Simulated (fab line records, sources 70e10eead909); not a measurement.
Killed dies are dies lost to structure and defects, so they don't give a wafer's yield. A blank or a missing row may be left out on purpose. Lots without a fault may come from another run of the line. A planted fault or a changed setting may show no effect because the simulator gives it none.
A struck lot beside a sound one | flow nand_harc | 16 steps out of a route of 1302
Sound: wafers L138.2, L138.3, L138.6. Struck: wafers L149.1, L149.3, L149.5. The cause comes at the end.
At each step with rows: each side's tool, then ch and its chambers, then its first start. Under that, the readings that differ: sound wafers | struck wafers | difference of the means | sigmas: that difference in standard deviations of wafers without a fault.
alike: readings whose means differ by less than 2 such deviations, and words and numbers that are the same on both sides. not compared: withheld readings, readings that some wafer has no value for, bounds like >300 that may hide the same value, and numbers for which the record gives no deviation and whose values overlap.
The two part at a step that has a row with sigmas, a row that says differs or no value, or rows on one side only. Numbers that don't overlap but have no deviation are shown without sigmas and don't part them. A reading that every wafer of one side lacks parts them only if that side has two wafers or more.

NHARC_P_M1_INSPECT_11:
  sound on defect_inspect-01, day 6 21:30; struck on defect_inspect-01, day 11 07:23
  alike: raw_defect_count
then, 2 steps without rows for these wafers: NHARC_P_M1_DESCUM_14 (chemistry O2, time 3 s); NHARC_P_M1_ETCH_35 (etches the open film in N2/H2, target depth 40 nm, overetch 12 nm, time 43.94 s).
NHARC_P_M1_ETCH_15: etches the open film in C4F8/Ar, target depth 182.5 nm, time 91.2 s.
  sound on rie_diel-01 ch 0,1; struck on rie_diel-11 ch 2,3
  alike: oes_product_au, rf_vpp_V
  not compared: rf_hours_counter_h
NHARC_P_M1_CD_MEAS_16:
  sound on cd_sem-03, day 6 21:52; struck on cd_sem-01, day 11 07:48
  alike: cd_nm
then, 3 steps without rows for these wafers: NHARC_P_M1_STRIP_18 (strips in N2/H2); NHARC_P_M1_ETCH_28 (etches the open film in CF4/N2, target depth 30 nm, time 72.99 s); NHARC_P_M1_STRIP_19 (strips in post etch residue remover, time 600 s).
NHARC_P_M1_DEGAS_29: time 60 s.
  sound on pvd_sputter-01, day 6 22:34; struck on pvd_sputter-03, day 11 08:35
  alike: heater_power_w
NHARC_P_M1_PRE_CLEAN_30: time 30 s.
  sound on pvd_sputter-01; struck on pvd_sputter-03
  alike: heater_power_w
NHARC_P_M1_PVD_20: deposits TaN, target thk 5 nm, time 8.06 s.
  sound on pvd_sputter-01; struck on pvd_sputter-03
  alike: throttle_valve_pct
then, 1 step without rows for these wafers: NHARC_P_M1_PVD_21 (deposits Cu, target thk 30 nm, time 20.49 s).
NHARC_P_M1_ECD_22: material Cu, target thk 400 nm.
  sound on ecd_cu-01 ch 0,1, day 6 22:59; struck on ecd_cu-01 ch 0, day 11 12:03
NHARC_P_M1_ANNEAL_31: time 90 s.
  sound on rtp_anneal-02 ch 0, day 6 23:23; struck on rtp_anneal-01 ch 0, day 11 12:23
  alike: wafer_temp_C_max
NHARC_P_M1_CMP_23: polishes, t overpolish 20 s, target thk 157.82 nm.
  sound on cmp-02 ch 0,3, day 6 23:41; struck on cmp-02 ch 2,3, day 11 12:43
  reading                | sound          | struck         | difference | sigmas
  time_to_endpoint_s (s) | 25.8 21.6 25.6 | 15.0 13.3 12.8 | -10.6      | -4
  alike: motor_current_A
NHARC_P_M1_THK_MEAS_24: measures by xrf.
  sound on film_metro-01, day 7 00:00; struck on film_metro-01, day 11 13:02
  alike: thk_nm

WHERE THEY PART
Only at NHARC_P_M1_CMP_23, within this record. Later steps at which nothing parts them and some readings are alike: NHARC_P_M1_THK_MEAS_24.

WHY: what the simulator had put in
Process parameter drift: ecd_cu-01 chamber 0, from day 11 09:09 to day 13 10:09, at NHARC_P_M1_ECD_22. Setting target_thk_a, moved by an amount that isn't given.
